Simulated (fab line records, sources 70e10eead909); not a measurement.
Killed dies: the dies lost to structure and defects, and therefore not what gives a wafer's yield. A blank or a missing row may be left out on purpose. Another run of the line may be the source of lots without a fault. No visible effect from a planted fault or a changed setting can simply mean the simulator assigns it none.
What tool caused it? / flow nandHarc / 33 wafers from 11 lots sampled at 6 of the route's 1302 steps

== WHAT EACH GAUGE READ, for each wafer ==
NHARC_P_ZERO_WELL_CD_MEAS_24: target cd 720 nm. Usual: cdNm 719.5 nm, standard deviation 1.4.
lot=L586; measured=day 2 08:37; on=cdSem-02; cdNm (nm)=722.1 719.7 720.2; flag=
lot=L587; measured=day 2 19:14; on=cdSem-02; cdNm (nm)=- - -; flag=OFF
lot=L598; measured=day 7 08:23; on=cdSem-03; cdNm (nm)=719.2 720.0 719.4; flag=
lot=L599; measured=day 7 18:28; on=cdSem-03; cdNm (nm)=718.7 717.1 718.6; flag=
lot=L600; measured=day 8 04:35; on=cdSem-03; cdNm (nm)=720.3 719.3 719.9; flag=
lot=L601; measured=day 8 14:21; on=cdSem-01; cdNm (nm)=721.7 720.7 721.6; flag=
lot=L602; measured=day 9 00:35; on=cdSem-03; cdNm (nm)=719.8 719.1 719.7; flag=
lot=L603; measured=day 9 10:36; on=cdSem-01; cdNm (nm)=721.7 720.9 723.1; flag=
lot=L605; measured=day 10 06:35; on=cdSem-03; cdNm (nm)=718.6 718.9 720.8; flag=
lot=L607; measured=day 11 02:35; on=cdSem-01; cdNm (nm)=720.9 719.6 718.2; flag=
lot=L608; measured=day 11 12:51; on=cdSem-03; cdNm (nm)=719.0 719.0 719.3; flag=

NHARC_END_SORT_01. Usual: killedAtArray 58, standard deviation 15; killedAtOther 0.8, standard deviation 1.2; killedAtPeriphery 3.5, standard deviation 2.5; killedDies 62, standard deviation 15; killedOpen 3.2, standard deviation 1.7; killedShort 2.4, standard deviation 1.5.
lot=L587; measured=day 24 14:47; on=prober-01; killedAtArray=79 60 66; killedAtOther=0 1 0; killedAtPeriphery=598 616 611; killedDies=677 677 677; killedOpen=2 1 1; killedShort=2 5 3; flag=OFF

== TOOL THAT RAN EACH LOT (tool first, then ch and the chambers of the sampled wafers, then the start) ==
lot=L586; NHARC_P_ZERO_WELL_DESCUM_13=rieDiel-04 ch 0,2,3, day 2 07:24; NHARC_P_ZERO_WELL_ETCH_65=rieDiel-04 ch 0,2,3, day 2 07:31; NHARC_P_ZERO_WELL_EXPOSE_21=krfScanner-01 ch 0, day 2 08:28; NHARC_P_STI_ETCH_42=rieDiel-01 ch 0,1, day 3 07:00
lot=L587; NHARC_P_ZERO_WELL_DESCUM_13=rieDiel-04 ch 3, day 2 17:41; NHARC_P_ZERO_WELL_ETCH_65=rieDiel-04 ch 0,2, day 2 18:02; NHARC_P_ZERO_WELL_EXPOSE_21=krfScanner-04 ch 0, day 2 19:05; NHARC_P_STI_ETCH_42=-
lot=L598; NHARC_P_ZERO_WELL_DESCUM_13=rieDiel-11 ch 0,2,3, day 7 07:16; NHARC_P_ZERO_WELL_ETCH_65=rieDiel-11 ch 0,1,3, day 7 07:23; NHARC_P_ZERO_WELL_EXPOSE_21=krfScanner-02 ch 0, day 7 08:14; NHARC_P_STI_ETCH_42=rieDiel-02 ch 0,1,2, day 8 06:24
lot=L599; NHARC_P_ZERO_WELL_DESCUM_13=rieDiel-04 ch 0,1,2, day 7 17:16; NHARC_P_ZERO_WELL_ETCH_65=rieDiel-04 ch 0,1,2, day 7 17:22; NHARC_P_ZERO_WELL_EXPOSE_21=krfScanner-04 ch 0, day 7 18:18; NHARC_P_STI_ETCH_42=rieDiel-05 ch 0,2,3, day 8 18:30
lot=L600; NHARC_P_ZERO_WELL_DESCUM_13=rieDiel-11 ch 0,2, day 8 03:24; NHARC_P_ZERO_WELL_ETCH_65=rieDiel-11 ch 0,1,3, day 8 03:29; NHARC_P_ZERO_WELL_EXPOSE_21=krfScanner-02 ch 0, day 8 04:26; NHARC_P_STI_ETCH_42=rieDiel-02 ch 0,1,2, day 9 01:58
lot=L601; NHARC_P_ZERO_WELL_DESCUM_13=rieDiel-11 ch 0,1,3, day 8 13:17; NHARC_P_ZERO_WELL_ETCH_65=rieDiel-11 ch 0,1,3, day 8 13:23; NHARC_P_ZERO_WELL_EXPOSE_21=krfScanner-02 ch 0, day 8 14:12; NHARC_P_STI_ETCH_42=rieDiel-02 ch 0,1,3, day 9 13:42
lot=L602; NHARC_P_ZERO_WELL_DESCUM_13=rieDiel-12 ch 0,3, day 8 23:25; NHARC_P_ZERO_WELL_ETCH_65=rieDiel-12 ch 1,3, day 8 23:29; NHARC_P_ZERO_WELL_EXPOSE_21=krfScanner-01 ch 0, day 9 00:26; NHARC_P_STI_ETCH_42=rieDiel-05 ch 1,3, day 9 22:58
lot=L603; NHARC_P_ZERO_WELL_DESCUM_13=rieDiel-11 ch 0,1,2, day 9 09:25; NHARC_P_ZERO_WELL_ETCH_65=rieDiel-11 ch 0,2,3, day 9 09:31; NHARC_P_ZERO_WELL_EXPOSE_21=krfScanner-02 ch 0, day 9 10:26; NHARC_P_STI_ETCH_42=rieDiel-02 ch 0,3, day 10 09:59
lot=L605; NHARC_P_ZERO_WELL_DESCUM_13=rieDiel-12 ch 1,3, day 10 05:32; NHARC_P_ZERO_WELL_ETCH_65=rieDiel-12 ch 2,3, day 10 05:37; NHARC_P_ZERO_WELL_EXPOSE_21=krfScanner-01 ch 0, day 10 06:26; NHARC_P_STI_ETCH_42=rieDiel-02 ch 0,3, day 11 06:01
lot=L607; NHARC_P_ZERO_WELL_DESCUM_13=rieDiel-12 ch 1,2,3, day 11 01:25; NHARC_P_ZERO_WELL_ETCH_65=rieDiel-12 ch 0,3, day 11 01:29; NHARC_P_ZERO_WELL_EXPOSE_21=krfScanner-04 ch 0, day 11 02:26; NHARC_P_STI_ETCH_42=rieDiel-02 ch 0,1, day 13 05:23
lot=L608; NHARC_P_ZERO_WELL_DESCUM_13=rieDiel-11 ch 0,1,3, day 11 11:26; NHARC_P_ZERO_WELL_ETCH_65=rieDiel-11 ch 0,1, day 11 11:45; NHARC_P_ZERO_WELL_EXPOSE_21=krfScanner-01 ch 0, day 11 12:41; NHARC_P_STI_ETCH_42=rieDiel-02 ch 0,3, day 12 11:28
- NHARC_P_ZERO_WELL_DESCUM_13: chemistry O2, time 3 s.
- NHARC_P_ZERO_WELL_ETCH_65: etches the open film in N2/H2, target depth 80 nm, overetch 24 nm, time 87.88 s.
- NHARC_P_ZERO_WELL_EXPOSE_21: exposes mask P NWELL, target cd 720 nm.
- NHARC_P_STI_ETCH_42: etches the open film in N2/H2, target depth 80 nm, overetch 24 nm, time 61 s.

== AS READ BY THE TOOLS THEMSELVES (means over the sampled wafers that have a number; for cases with no such wafer, the mark the record gives instead) ==
NHARC_P_ZERO_WELL_DESCUM_13. Usual: drypumpMotorCurrentA 5.8 A, standard deviation 0.53; oesProductAu 0.999 a.u., standard deviation 0.0079; rfVppV 58.0 V, standard deviation 0.9; showerheadPlenumPTorr 1.96 Torr, standard deviation 0.072; throttleValvePct 11.312 %, standard deviation 0.0084.
lot=L586; tool=rieDiel-04; drypumpMotorCurrentA (A)=5.8; oesProductAu (a.u.)=0.995; rfVppV (V)=58.6; showerheadPlenumPTorr (Torr)=1.98; throttleValvePct (%)=11.311; flag=
lot=L587; tool=rieDiel-04; drypumpMotorCurrentA (A)=6.0; oesProductAu (a.u.)=0.995; rfVppV (V)=58.7; showerheadPlenumPTorr (Torr)=2.07; throttleValvePct (%)=11.321; flag=
lot=L598; tool=rieDiel-11; drypumpMotorCurrentA (A)=5.8; oesProductAu (a.u.)=1.005; rfVppV (V)=57.4; showerheadPlenumPTorr (Torr)=1.97; throttleValvePct (%)=11.309; flag=
lot=L599; tool=rieDiel-04; drypumpMotorCurrentA (A)=6.0; oesProductAu (a.u.)=0.998; rfVppV (V)=57.7; showerheadPlenumPTorr (Torr)=1.89; throttleValvePct (%)=11.304; flag=
lot=L600; tool=rieDiel-11; drypumpMotorCurrentA (A)=6.3; oesProductAu (a.u.)=1.007; rfVppV (V)=58.5; showerheadPlenumPTorr (Torr)=2.00; throttleValvePct (%)=11.314; flag=
lot=L601; tool=rieDiel-11; drypumpMotorCurrentA (A)=5.8; oesProductAu (a.u.)=1.005; rfVppV (V)=57.9; showerheadPlenumPTorr (Torr)=1.98; throttleValvePct (%)=11.310; flag=
lot=L602; tool=rieDiel-12; drypumpMotorCurrentA (A)=5.7; oesProductAu (a.u.)=0.993; rfVppV (V)=58.1; showerheadPlenumPTorr (Torr)=1.88; throttleValvePct (%)=11.316; flag=
lot=L603; tool=rieDiel-11; drypumpMotorCurrentA (A)=6.2; oesProductAu (a.u.)=1.003; rfVppV (V)=57.4; showerheadPlenumPTorr (Torr)=2.00; throttleValvePct (%)=11.313; flag=
lot=L605; tool=rieDiel-12; drypumpMotorCurrentA (A)=5.7; oesProductAu (a.u.)=0.995; rfVppV (V)=57.8; showerheadPlenumPTorr (Torr)=1.94; throttleValvePct (%)=11.311; flag=
lot=L607; tool=rieDiel-12; drypumpMotorCurrentA (A)=5.7; oesProductAu (a.u.)=0.989; rfVppV (V)=57.5; showerheadPlenumPTorr (Torr)=1.94; throttleValvePct (%)=11.319; flag=
lot=L608; tool=rieDiel-11; drypumpMotorCurrentA (A)=5.8; oesProductAu (a.u.)=0.996; rfVppV (V)=57.7; showerheadPlenumPTorr (Torr)=1.97; throttleValvePct (%)=11.311; flag=

NHARC_P_ZERO_WELL_ETCH_65. Usual: biasW 149.9 W, standard deviation 0.43; drypumpMotorCurrentA 5.9 A, standard deviation 0.51; oesProductAu 0.998 a.u., standard deviation 0.0081; rfVppV 432.0 V, standard deviation 2.2; showerheadPlenumPTorr 2.09 Torr, standard deviation 0.077; throttleValvePct 14.170 %, standard deviation 0.0097.
lot=L586; tool=rieDiel-04; biasW (W)=150.0; drypumpMotorCurrentA (A)=5.8; oesProductAu (a.u.)=0.994; rfVppV (V)=433.6; showerheadPlenumPTorr (Torr)=2.12; throttleValvePct (%)=14.177; flag=
lot=L587; tool=rieDiel-04; biasW (W)=150.3; drypumpMotorCurrentA (A)=5.9; oesProductAu (a.u.)=0.989; rfVppV (V)=432.2; showerheadPlenumPTorr (Torr)=2.09; throttleValvePct (%)=14.175; flag=
lot=L598; tool=rieDiel-11; biasW (W)=149.7; drypumpMotorCurrentA (A)=5.8; oesProductAu (a.u.)=0.998; rfVppV (V)=431.7; showerheadPlenumPTorr (Torr)=2.12; throttleValvePct (%)=14.165; flag=
lot=L599; tool=rieDiel-04; biasW (W)=150.0; drypumpMotorCurrentA (A)=6.0; oesProductAu (a.u.)=0.999; rfVppV (V)=431.0; showerheadPlenumPTorr (Torr)=2.01; throttleValvePct (%)=14.169; flag=
lot=L600; tool=rieDiel-11; biasW (W)=149.9; drypumpMotorCurrentA (A)=5.8; oesProductAu (a.u.)=0.994; rfVppV (V)=433.0; showerheadPlenumPTorr (Torr)=2.11; throttleValvePct (%)=14.172; flag=
lot=L601; tool=rieDiel-11; biasW (W)=149.6; drypumpMotorCurrentA (A)=5.8; oesProductAu (a.u.)=1.001; rfVppV (V)=432.4; showerheadPlenumPTorr (Torr)=2.11; throttleValvePct (%)=14.169; flag=
lot=L602; tool=rieDiel-12; biasW (W)=149.9; drypumpMotorCurrentA (A)=5.7; oesProductAu (a.u.)=0.995; rfVppV (V)=431.5; showerheadPlenumPTorr (Torr)=2.07; throttleValvePct (%)=14.166; flag=
lot=L603; tool=rieDiel-11; biasW (W)=149.9; drypumpMotorCurrentA (A)=5.8; oesProductAu (a.u.)=1.004; rfVppV (V)=433.0; showerheadPlenumPTorr (Torr)=2.10; throttleValvePct (%)=14.170; flag=
lot=L605; tool=rieDiel-12; biasW (W)=150.4; drypumpMotorCurrentA (A)=5.6; oesProductAu (a.u.)=0.993; rfVppV (V)=431.9; showerheadPlenumPTorr (Torr)=2.09; throttleValvePct (%)=14.164; flag=
lot=L607; tool=rieDiel-12; biasW (W)=150.3; drypumpMotorCurrentA (A)=5.4; oesProductAu (a.u.)=0.992; rfVppV (V)=429.2; showerheadPlenumPTorr (Torr)=2.00; throttleValvePct (%)=14.171; flag=
lot=L608; tool=rieDiel-11; biasW (W)=150.0; drypumpMotorCurrentA (A)=6.3; oesProductAu (a.u.)=1.004; rfVppV (V)=433.0; showerheadPlenumPTorr (Torr)=2.13; throttleValvePct (%)=14.158; flag=

NHARC_P_ZERO_WELL_EXPOSE_21. Usual: reticleTempC 23.01 C, standard deviation 0.12.
lot=L586; tool=krfScanner-01; reticleTempC (C)=22.93; flag=
lot=L587; tool=krfScanner-04; reticleTempC (C)=23.15; flag=
lot=L598; tool=krfScanner-02; reticleTempC (C)=22.92; flag=
lot=L599; tool=krfScanner-04; reticleTempC (C)=22.90; flag=
lot=L600; tool=krfScanner-02; reticleTempC (C)=23.19; flag=
lot=L601; tool=krfScanner-02; reticleTempC (C)=23.07; flag=
lot=L602; tool=krfScanner-01; reticleTempC (C)=22.89; flag=
lot=L603; tool=krfScanner-02; reticleTempC (C)=22.97; flag=
lot=L605; tool=krfScanner-01; reticleTempC (C)=22.95; flag=
lot=L607; tool=krfScanner-04; reticleTempC (C)=23.10; flag=
lot=L608; tool=krfScanner-01; reticleTempC (C)=23.05; flag=

NHARC_P_STI_ETCH_42. Usual: biasW 150.0 W, standard deviation 0.43; drypumpMotorCurrentA 5.8 A, standard deviation 0.3; oesProductAu 1.000 a.u., standard deviation 0.007; rfVppV 430.5 V, standard deviation 2.1; showerheadPlenumPTorr 2.04 Torr, standard deviation 0.073; throttleValvePct 14.171 %, standard deviation 0.0087.
lot=L586; tool=rieDiel-01; biasW (W)=149.9; drypumpMotorCurrentA (A)=5.8; oesProductAu (a.u.)=0.998; rfVppV (V)=429.9; showerheadPlenumPTorr (Torr)=2.02; throttleValvePct (%)=14.171; flag=
lot=L598; tool=rieDiel-02; biasW (W)=150.1; drypumpMotorCurrentA (A)=5.7; oesProductAu (a.u.)=0.998; rfVppV (V)=429.3; showerheadPlenumPTorr (Torr)=2.02; throttleValvePct (%)=14.175; flag=
lot=L599; tool=rieDiel-05; biasW (W)=149.3; drypumpMotorCurrentA (A)=5.7; oesProductAu (a.u.)=1.001; rfVppV (V)=431.8; showerheadPlenumPTorr (Torr)=2.06; throttleValvePct (%)=14.179; flag=
lot=L600; tool=rieDiel-02; biasW (W)=150.1; drypumpMotorCurrentA (A)=5.7; oesProductAu (a.u.)=0.994; rfVppV (V)=430.4; showerheadPlenumPTorr (Torr)=2.02; throttleValvePct (%)=14.167; flag=
lot=L601; tool=rieDiel-02; biasW (W)=150.0; drypumpMotorCurrentA (A)=5.7; oesProductAu (a.u.)=1.006; rfVppV (V)=429.4; showerheadPlenumPTorr (Torr)=2.03; throttleValvePct (%)=14.162; flag=
lot=L602; tool=rieDiel-05; biasW (W)=149.5; drypumpMotorCurrentA (A)=5.9; oesProductAu (a.u.)=0.994; rfVppV (V)=427.4; showerheadPlenumPTorr (Torr)=1.96; throttleValvePct (%)=14.174; flag=
lot=L603; tool=rieDiel-02; biasW (W)=149.9; drypumpMotorCurrentA (A)=5.6; oesProductAu (a.u.)=0.998; rfVppV (V)=431.2; showerheadPlenumPTorr (Torr)=2.07; throttleValvePct (%)=14.166; flag=
lot=L605; tool=rieDiel-02; biasW (W)=149.8; drypumpMotorCurrentA (A)=5.6; oesProductAu (a.u.)=1.002; rfVppV (V)=431.8; showerheadPlenumPTorr (Torr)=2.07; throttleValvePct (%)=14.173; flag=
lot=L607; tool=rieDiel-02; biasW (W)=150.3; drypumpMotorCurrentA (A)=5.6; oesProductAu (a.u.)=1.001; rfVppV (V)=429.5; showerheadPlenumPTorr (Torr)=1.97; throttleValvePct (%)=14.169; flag=
lot=L608; tool=rieDiel-02; biasW (W)=150.0; drypumpMotorCurrentA (A)=5.7; oesProductAu (a.u.)=1.003; rfVppV (V)=432.3; showerheadPlenumPTorr (Torr)=2.08; throttleValvePct (%)=14.166; flag=

== THE ANSWER, worked out from the rows above alone ==
Rule: a lot counts as off when the mean over its wafers that have a number is more than 3 standard deviations away from the usual mean. A lot without any number at a reading at which 4 lots or more have one is off too. Any other lot the step has rows for is counted as sound. The gauges are gone through in route order, then the tools' own readings, and for those a lot's mean is taken as printed above. At the first step where some lot is off, the reading lying furthest off is the one used; lots without a number count as furthest.
Off at NHARC_P_ZERO_WELL_CD_MEAS_24 (cdNm): L587. Without a number there: L587.
A tool fits if, at a process step before that reading, it ran every lot that is off, and no sound lot after the first of them. The gauges at NHARC_P_ZERO_WELL_CD_MEAS_24 aren't tried: what is off there is off at NHARC_END_SORT_01 too, on other tools, and a gauge's error can't cause that. No candidate that was tried fits.

== WHAT WAS PUT IN BY THE SIMULATOR ==
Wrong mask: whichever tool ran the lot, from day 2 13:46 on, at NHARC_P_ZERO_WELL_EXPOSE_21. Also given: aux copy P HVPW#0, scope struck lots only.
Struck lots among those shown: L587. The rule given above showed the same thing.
